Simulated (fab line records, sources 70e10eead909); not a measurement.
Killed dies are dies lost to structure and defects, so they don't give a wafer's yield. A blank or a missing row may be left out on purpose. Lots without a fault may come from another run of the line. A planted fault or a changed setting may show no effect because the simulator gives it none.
Chamber matching | flow nand_harc | NHARC_A_CHANNEL_FILL_D2_STRIP_28 on rie_diel-06: 4 sister chambers
The step strips in O2, time 20 s. 8 wafers are shown with their chamber, then 10 later ones without.

WAFERS WITH THEIR CHAMBER
wafer  | chamber | drypump_motor_current_A (A) | rf_vpp_V (V)
L083.5 | 1       | 5.8                         | 56.1
L084.2 | 1       | 5.7                         | 57.6
L084.3 | 3       | 5.2                         | 58.6
L084.5 | 2       | 6.1                         | 57.3
L085.2 | 3       | 5.3                         | 56.7
L085.5 | 0       | 5.6                         | 58.0
L088.1 | 0       | 5.6                         | 56.3
L088.3 | 2       | 6.0                         | 58.8

WAFERS WITHOUT THEIR CHAMBER
wafer  | drypump_motor_current_A (A) | rf_vpp_V (V)
L088.4 | 5.7                         | 58.1
L090.1 | 5.7                         | 58.6
L090.3 | 6.0                         | 59.1
L090.5 | 5.3                         | 57.2
L095.1 | 5.6                         | 56.5
L095.2 | 5.7                         | 56.5
L095.5 | 5.2                         | 56.7
L096.1 | 5.7                         | 57.6
L096.3 | 6.0                         | 57.9
L096.6 | 5.6                         | 56.6

WHICH CHAMBER EACH WENT THROUGH
wafer  | from the rows above     | in truth
L088.4 | can't be placed: 1 or 0 | 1
L090.1 | can't be placed: 1 or 0 | 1
L090.3 | 2                       | 2
L090.5 | 3                       | 3
L095.1 | can't be placed: 0 or 1 | 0
L095.2 | can't be placed: 1 or 0 | 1
L095.5 | 3                       | 3
L096.1 | can't be placed: 1 or 0 | 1
L096.3 | 2                       | 2
L096.6 | can't be placed: 0 or 1 | 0
Placed correctly: 4 of 10. Can't be placed from these rows: 6 (the true chamber is among the candidates in 6). Placed wrongly: 0.
How it was worked out, from the rows above alone: a wafer's distance from a chamber is the root of the sum, over the readings, of the square of ((its reading less the chamber's mean) divided by the reading's scatter). The wafer belongs to the nearest chamber; if the next one is less than 2 further off, it can't be placed. A chamber's mean is the mean of its shown wafers. The scatter: the root of (the sum of the squares of (reading less its chamber's mean) over the shown wafers, divided by (wafers less chambers)).
